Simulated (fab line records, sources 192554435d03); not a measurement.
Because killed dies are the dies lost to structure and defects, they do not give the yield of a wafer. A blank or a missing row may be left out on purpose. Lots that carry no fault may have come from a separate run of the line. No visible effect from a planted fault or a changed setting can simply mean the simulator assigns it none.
Split-lot study / flow n5-finfet / 39 wafers read across 7 lots, on a route 1938 steps long

## SPLIT DETAILS
At N5_SD_EPI_P_EXPOSE_06 (exposes mask SD P BLK, target cd 240 nm), the setting dose-mj was moved away from the recipe's 39.5 on 15 of the 39 wafers read, by -7.7% to -6.2%. This setting was run at the recipe's value on the other wafers.

## FROM THE SPLIT TO THE READING: what the file shows between them, 2 steps
- N5_SD_EPI_P_PEB_07: peb time 60 s
- N5_SD_EPI_P_DEVELOP_08: develop time 30 s

## THE READING
cd-nm (nm) at N5_SD_EPI_P_CD_MEAS_09, where the cd target is 240 nm. Fault-free wafers of this fab line usually give 240.5 nm, standard deviation 0.98 nm.

wafer=L074.1; tool, chamber at the split=arfi-scanner-01, 0; dose-mj as run=37.04; against the recipe=-6.2%; cd-nm, nm=235.9; against lot-mates on the recipe=-4.2
wafer=L074.2; tool, chamber at the split=arfi-scanner-01, 0; dose-mj as run=39.5; against the recipe=recipe; cd-nm, nm=239.7; against lot-mates on the recipe=-
wafer=L074.3; tool, chamber at the split=arfi-scanner-01, 0; dose-mj as run=39.5; against the recipe=recipe; cd-nm, nm=240.9; against lot-mates on the recipe=-
wafer=L074.4; tool, chamber at the split=arfi-scanner-01, 0; dose-mj as run=37.04; against the recipe=-6.2%; cd-nm, nm=236.2; against lot-mates on the recipe=-3.9
wafer=L074.5; tool, chamber at the split=arfi-scanner-01, 0; dose-mj as run=39.5; against the recipe=recipe; cd-nm, nm=239.7; against lot-mates on the recipe=-
wafer=L074.6; tool, chamber at the split=arfi-scanner-01, 0; dose-mj as run=37.04; against the recipe=-6.2%; cd-nm, nm=236.6; against lot-mates on the recipe=-3.5
wafer=L079.1; tool, chamber at the split=arfi-scanner-02, 0; dose-mj as run=36.7; against the recipe=-7.1%; cd-nm, nm=237.4; against lot-mates on the recipe=-5.1
wafer=L079.2; tool, chamber at the split=arfi-scanner-02, 0; dose-mj as run=36.7; against the recipe=-7.1%; cd-nm, nm=236.7; against lot-mates on the recipe=-5.8
wafer=L079.3; tool, chamber at the split=arfi-scanner-02, 0; dose-mj as run=39.5; against the recipe=recipe; cd-nm, nm=243.4; against lot-mates on the recipe=-
wafer=L079.4; tool, chamber at the split=arfi-scanner-02, 0; dose-mj as run=39.5; against the recipe=recipe; cd-nm, nm=242.9; against lot-mates on the recipe=-
wafer=L079.5; tool, chamber at the split=arfi-scanner-02, 0; dose-mj as run=39.5; against the recipe=recipe; cd-nm, nm=241.2; against lot-mates on the recipe=-
wafer=L079.6; tool, chamber at the split=arfi-scanner-02, 0; dose-mj as run=36.7; against the recipe=-7.1%; cd-nm, nm=236.6; against lot-mates on the recipe=-5.9
wafer=L080.1; tool, chamber at the split=arfi-scanner-03, 0; dose-mj as run=39.5; against the recipe=recipe; cd-nm, nm=239.2; against lot-mates on the recipe=-
wafer=L080.2; tool, chamber at the split=arfi-scanner-03, 0; dose-mj as run=36.48; against the recipe=-7.6%; cd-nm, nm=234.7; against lot-mates on the recipe=-5.9
wafer=L080.3; tool, chamber at the split=arfi-scanner-03, 0; dose-mj as run=39.5; against the recipe=recipe; cd-nm, nm=241.3; against lot-mates on the recipe=-
wafer=L080.4; tool, chamber at the split=arfi-scanner-03, 0; dose-mj as run=39.5; against the recipe=recipe; cd-nm, nm=241.2; against lot-mates on the recipe=-
wafer=L080.5; tool, chamber at the split=arfi-scanner-03, 0; dose-mj as run=36.48; against the recipe=-7.6%; cd-nm, nm=233.4; against lot-mates on the recipe=-7.2
wafer=L080.6; tool, chamber at the split=arfi-scanner-03, 0; dose-mj as run=36.48; against the recipe=-7.6%; cd-nm, nm=235.5; against lot-mates on the recipe=-5.1
wafer=L093.1; tool, chamber at the split=arfi-scanner-01, 0; dose-mj as run=36.45; against the recipe=-7.7%; cd-nm, nm=234.3; against lot-mates on the recipe=-4.6
wafer=L093.2; tool, chamber at the split=arfi-scanner-01, 0; dose-mj as run=36.45; against the recipe=-7.7%; cd-nm, nm=233.0; against lot-mates on the recipe=-5.9
wafer=L093.3; tool, chamber at the split=arfi-scanner-01, 0; dose-mj as run=36.45; against the recipe=-7.7%; cd-nm, nm=232.9; against lot-mates on the recipe=-6.0
wafer=L093.4; tool, chamber at the split=arfi-scanner-01, 0; dose-mj as run=39.5; against the recipe=recipe; cd-nm, nm=238.9; against lot-mates on the recipe=-
wafer=L093.5; tool, chamber at the split=arfi-scanner-01, 0; dose-mj as run=39.5; against the recipe=recipe; cd-nm, nm=239.0; against lot-mates on the recipe=-
wafer=L093.6; tool, chamber at the split=arfi-scanner-01, 0; dose-mj as run=39.5; against the recipe=recipe; cd-nm, nm=238.9; against lot-mates on the recipe=-
wafer=L094.1; tool, chamber at the split=arfi-scanner-01, 0; dose-mj as run=39.5; against the recipe=recipe; cd-nm, nm=241.2; against lot-mates on the recipe=-
wafer=L094.2; tool, chamber at the split=arfi-scanner-01, 0; dose-mj as run=39.5; against the recipe=recipe; cd-nm, nm=239.7; against lot-mates on the recipe=-
wafer=L094.3; tool, chamber at the split=arfi-scanner-01, 0; dose-mj as run=39.5; against the recipe=recipe; cd-nm, nm=239.0; against lot-mates on the recipe=-
wafer=L094.4; tool, chamber at the split=arfi-scanner-01, 0; dose-mj as run=39.5; against the recipe=recipe; cd-nm, nm=240.1; against lot-mates on the recipe=-
wafer=L094.5; tool, chamber at the split=arfi-scanner-01, 0; dose-mj as run=39.5; against the recipe=recipe; cd-nm, nm=239.9; against lot-mates on the recipe=-
wafer=L094.6; tool, chamber at the split=arfi-scanner-01, 0; dose-mj as run=39.5; against the recipe=recipe; cd-nm, nm=239.1; against lot-mates on the recipe=-
wafer=L095.3; tool, chamber at the split=arfi-scanner-01, 0; dose-mj as run=39.5; against the recipe=recipe; cd-nm, nm=241.3; against lot-mates on the recipe=-
wafer=L095.5; tool, chamber at the split=arfi-scanner-01, 0; dose-mj as run=39.5; against the recipe=recipe; cd-nm, nm=239.9; against lot-mates on the recipe=-
wafer=L095.6; tool, chamber at the split=arfi-scanner-01, 0; dose-mj as run=39.5; against the recipe=recipe; cd-nm, nm=240.1; against lot-mates on the recipe=-
wafer=L097.1; tool, chamber at the split=arfi-scanner-02, 0; dose-mj as run=36.7; against the recipe=-7.1%; cd-nm, nm=234.7; against lot-mates on the recipe=-5.4
wafer=L097.2; tool, chamber at the split=arfi-scanner-02, 0; dose-mj as run=36.7; against the recipe=-7.1%; cd-nm, nm=234.5; against lot-mates on the recipe=-5.6
wafer=L097.3; tool, chamber at the split=arfi-scanner-02, 0; dose-mj as run=39.5; against the recipe=recipe; cd-nm, nm=240.9; against lot-mates on the recipe=-
wafer=L097.4; tool, chamber at the split=arfi-scanner-02, 0; dose-mj as run=36.7; against the recipe=-7.1%; cd-nm, nm=235.3; against lot-mates on the recipe=-4.8
wafer=L097.5; tool, chamber at the split=arfi-scanner-02, 0; dose-mj as run=39.5; against the recipe=recipe; cd-nm, nm=240.3; against lot-mates on the recipe=-
wafer=L097.6; tool, chamber at the split=arfi-scanner-02, 0; dose-mj as run=39.5; against the recipe=recipe; cd-nm, nm=239.2; against lot-mates on the recipe=-

THE FIT
A straight line over all 39 wafers: cd-nm changes by +0.723 nm for each +1% of dose-mj; r = +0.91; the points scatter about the line by 1.2 nm.
The same after taking each lot's own level away (the mean of its wafers on the recipe; 39 wafers): +0.741 nm for each +1%; r = +0.97; scatter 0.72 nm.
Per that fit: largest dose-mj move, reading shift of 5.7 nm.
Measured against the standard deviation above, the lots' own levels, which go from 238.93 to 242.50 nm, span 3.6 times it.
The two slopes are in agreement: the lot-to-lot level therefore moves the slope only a little.
Check: with one of the wafers moved furthest among these (-7.7%) left out of the fit, the line predicts -5.8 nm for it against its lot-mates. It came out at -4.63 nm against them.

## FURTHER SPLITS ON THESE WAFERS
Note: prior to the reading, these wafers also went through further splits. Each is held against what the fit with the lots' levels taken away leaves over:
other split on the same wafers=N5_FIN_SAQP_HM_DEP_72 time-s; wafers away from the commonest value=12; r with cd-nm (lot level and that fit taken away)=-0.01
other split on the same wafers=N5_DUMMY_GATE_ETCH_37 source-w; wafers away from the commonest value=18; r with cd-nm (lot level and that fit taken away)=+0.07
other split on the same wafers=N5_DUMMY_GATE_ETCH_32 time-s; wafers away from the commonest value=18; r with cd-nm (lot level and that fit taken away)=+0.12
other split on the same wafers=N5_SD_EPI_N_EPI_21 pressure-torr; wafers away from the commonest value=24; r with cd-nm (lot level and that fit taken away)=-0.13

## THE WHOLE CHAIN: every reading that the file lists as answering this split, in the file's order
step=N5_SD_EPI_P_CD_MEAS_09; what it does=target cd 240 nm; reading=cd-nm; change (the file's fit)=+0.738 nm for each +1% of the setting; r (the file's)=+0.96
step=N5_SD_EPI_P_DESCUM_14; what it does=chemistry O2, time 7.9 s; reading=SD_EPI_P.cd-nm (the simulator's own value, which no gauge read); change (the file's fit)=+0.738 nm for each +1% of the setting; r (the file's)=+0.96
step=N5_SD_EPI_P_ETCH_37; what it does=etches SOC in N2/H2, overetch 108 nm, time 486 s; reading=SD_EPI_P.cd-nm (the simulator's own value, which no gauge read); change (the file's fit)=+0.73 nm for each +1% of the setting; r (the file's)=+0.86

## THE FILE'S OWN FIT
cd-nm changes by +0.738 nm for each +1% of dose-mj, r = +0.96.
